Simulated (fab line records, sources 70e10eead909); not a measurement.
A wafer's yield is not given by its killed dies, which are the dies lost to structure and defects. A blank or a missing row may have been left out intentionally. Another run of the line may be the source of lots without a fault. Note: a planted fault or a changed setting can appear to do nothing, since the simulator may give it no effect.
Comparing a struck lot with a sound one    flow nand harc    21 out of 1302 route steps
Sound: the wafers L218.2, L218.4, L218.5. Struck: wafer L231.1 (L231.2, L231.6, from the same lot, were not struck and are left out); the cause is given at the end.
Each step with rows lists, per side, the tool, then ch with its chambers, then its first start. Under that, the readings that differ: sound wafers    struck wafers    difference of the means    sigmas: that difference in standard deviations of wafers without a fault.
alike: readings with means less than 2 such deviations apart, plus words and numbers identical on both sides. not compared: withheld readings, readings lacking a value on some wafer, bounds such as >300 that could conceal the same value, and numbers that have no deviation in the record and whose values overlap.
A row with sigmas, a row that says differs or no value, or rows on one side alone: a step with any of these is where the two part. Numbers that don't overlap but have no deviation are shown without sigmas and don't part them. A reading missing from all wafers of one side parts the sides only when that side holds two or more wafers.

first, 8 steps without rows for these wafers: NHARC_A_ZERO_WELL_HMDS_03 (time 30 s); NHARC_A_ZERO_WELL_COAT_18 (time 65 s); NHARC_A_ZERO_WELL_COAT_04 (resist thk 600 nm); NHARC_A_ZERO_WELL_SOFTBAKE_05 (time 70 s); NHARC_A_ZERO_WELL_EBR_06; NHARC_A_ZERO_WELL_EXPOSE_07 (exposes mask A ZERO); NHARC_A_ZERO_WELL_PEB_08 (peb time 80 s); NHARC_A_ZERO_WELL_DEVELOP_09 (time 50 s).
NHARC_A_ZERO_WELL_CD_MEAS_10 targets a cd of 2000 nm.
  sound on cd sem-03 ch 0, day 10 06:38; struck on cd sem-03 ch 0, day 16 00:34
  alike: cd nm
then, 1 step without rows for these wafers: NHARC_A_ZERO_WELL_HARDBAKE_11 (time 65 s).
NHARC_A_ZERO_WELL_DESCUM_12: chemistry O2, time 3 s.
  sound on rie diel-03 ch 2,3, day 10 06:48; struck on rie diel-03 ch 0, day 16 00:43
reading                      sound           struck  difference  sigmas
drypump motor current A (A)  6.03 5.68 6.02  5.37    -0.54       -2
  alike: oes product au, rf vpp V, showerhead plenum p Torr, throttle valve pct
  not compared: rf hours counter h
NHARC_A_ZERO_WELL_ETCH_19: etches the open film in N2/H2, target depth 80 nm, overetch 24 nm, time 87.88 s.
  sound on rie diel-03 ch 2,3, day 10 06:53; struck on rie diel-03 ch 1, day 16 00:49
  alike: drypump motor current A, oes product au, rf vpp V, showerhead plenum p Torr, throttle valve pct
  not compared: rf hours counter h
NHARC_A_ZERO_WELL_ETCH_13: etches the open film in HBr/Cl2, target depth 120 nm, time 40.1 s.
  sound on rie si-02 ch 1,2, day 10 06:59; struck on rie si-01 ch 2, day 16 00:56
  alike: drypump motor current A, he backside leak sccm, oes product au, throttle valve pct
  not compared: rf hours counter h
then, 4 steps without rows for these wafers: NHARC_A_ZERO_WELL_STRIP_14 (strips in SPM, time 900 s); NHARC_A_ZERO_WELL_IMPLANT_15; NHARC_A_ZERO_WELL_PRECLEAN_22 (cleans in SC1, time 60 s); NHARC_A_ZERO_WELL_SRD_23.
NHARC_A_ZERO_WELL_RTA_16: time 10 s.
  sound on rtp anneal-01 ch 0, day 10 07:58; struck on rtp anneal-01 ch 0, day 16 01:50
  alike: lamp power pct, lamp_zone_5_pct, wafer_temp_C_max
NHARC_A_ZERO_WELL_INSPECT_17:
  sound on defect inspect-01, day 10 08:08; struck on defect inspect-01, day 16 02:02
reading           sound   struck  difference  sigmas
raw defect count  8 6 11  1206    +1198       +99 or more
then, 1 step without rows for these wafers: NHARC_A_SOURCE_PLATE_PRECLEAN_00 (cleans in HF-LAST, time 60 s).
-- record jumps: 17 days between struck wafers' starts before vs after; left off in module A_SOURCE_PLATE, resumes in module END, first step shown is number 1302 of the route --
NHARC_END_SORT_01:
  sound on prober-02 ch 0, day 28 18:13; struck on prober-01 ch 0, day 33 11:13
reading          sound     struck  difference  sigmas
killed at array  84 75 74  123     +45         +3
killed dies      88 80 79  125     +43         +2
  alike: killed at other, killed at periphery, killed open, killed short

## WHERE THEY PART
Earliest at NHARC_A_ZERO_WELL_DESCUM_12; latest, in this record, at NHARC_END_SORT_01.

WHY: whatever the simulator had introduced
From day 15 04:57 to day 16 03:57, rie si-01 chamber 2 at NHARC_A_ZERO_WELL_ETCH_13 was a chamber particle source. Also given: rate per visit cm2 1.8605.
